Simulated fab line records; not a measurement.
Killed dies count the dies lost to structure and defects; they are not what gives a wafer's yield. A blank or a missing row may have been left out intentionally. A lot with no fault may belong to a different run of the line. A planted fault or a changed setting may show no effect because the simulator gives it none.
The tool behind it: which one? + flow nand harc + Sampling: 11 lots, 33 wafers, 2 of 1159 route steps

## WHAT EACH GAUGE READ, for each wafer
NHARC_P_GATE_INSPECT_68.
| lot  | measured     | on                | raw defect count |
|------|--------------|-------------------|------------------|
| L225 | day 5 06:41  | defect inspect-01 | 176 116 152      |
| L226 | day 5 20:41  | defect inspect-02 | 163 175 125      |
| L232 | day 7 02:44  | defect inspect-02 | 777 727 737      |
| L234 | day 7 14:28  | defect inspect-02 | 570 542 614      |
| L238 | day 8 22:54  | defect inspect-02 | 334 101 179      |
| L241 | day 9 20:35  | defect inspect-02 | 123 122 118      |
| L244 | day 10 04:02 | defect inspect-01 | 176 287 167      |
| L242 | day 10 05:07 | defect inspect-02 | 121 114 128      |
| L245 | day 10 04:59 | defect inspect-01 | 208 236 144      |
| L247 | day 10 21:06 | defect inspect-01 | 208 300 208      |
| L246 | day 10 21:27 | defect inspect-02 | 187 91 182       |

## WHICH TOOL RAN EACH LOT (tool, then ch and the chambers of the sampled wafers, then the start)
| lot  | NHARC_P_GATE_ETCH_104              |
|------|------------------------------------|
| L225 | rie diel-11 ch 0,1,2, day 4 12:17  |
| L226 | rie diel-02 ch 2,3, day 5 02:10    |
| L232 | rie diel-11 ch 1,2, day 6 08:52    |
| L234 | rie diel-11 ch 0,2,3, day 6 20:02  |
| L238 | rie diel-02 ch 0,3, day 8 03:49    |
| L241 | rie diel-02 ch 0,1,3, day 9 02:12  |
| L244 | rie diel-02 ch 0,2, day 9 09:28    |
| L242 | rie diel-12 ch 0,2,3, day 9 09:38  |
| L245 | rie diel-02 ch 1,3, day 9 10:13    |
| L247 | rie diel-02 ch 0,1,2, day 10 02:12 |
| L246 | rie diel-12 ch 1,2,3, day 10 02:22 |
- NHARC_P_GATE_ETCH_104: etches the open film in CF4/CHF3, target depth 60 nm.

## THE ANSWER, worked out from the rows above alone
Rule: what is usual is taken from the lots themselves. The widest of any qualifying gaps counts: lots, ordered by their means at a reading, are off when they make up no more than a third of the lots, leave a main group of 4 or more, and stand apart from it by 3 or more times the standard deviation of that group's means. A main group is skipped when, at the precision printed for the reading in the tables above, its means are all equal. A lot without any number at a reading at which 4 lots or more have one is off too. Where the step has rows for the other lots, those lots are counted as sound.
Off at NHARC_P_GATE_INSPECT_68 (raw defect count): L232, L234. For the main group the mean is 172 and the standard deviation 39.
A tool fits if, at a process step before that reading, it ran every lot that is off, and no sound lot after the first of them. The gauges at NHARC_P_GATE_INSPECT_68 are tried like those tools. One fits: rie diel-11 at NHARC_P_GATE_ETCH_104. Its last sound lot is L225 (day 4 12:17), its first lot that is off L232 (day 6 08:52): a fault that began between those two fits.

## WHAT THE SIMULATOR HAD INSERTED
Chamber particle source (rie diel-11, NHARC_P_GATE_ETCH_104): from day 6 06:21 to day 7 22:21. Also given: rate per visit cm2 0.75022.
Lots struck among those shown: L232, L234. The rule above found the same.
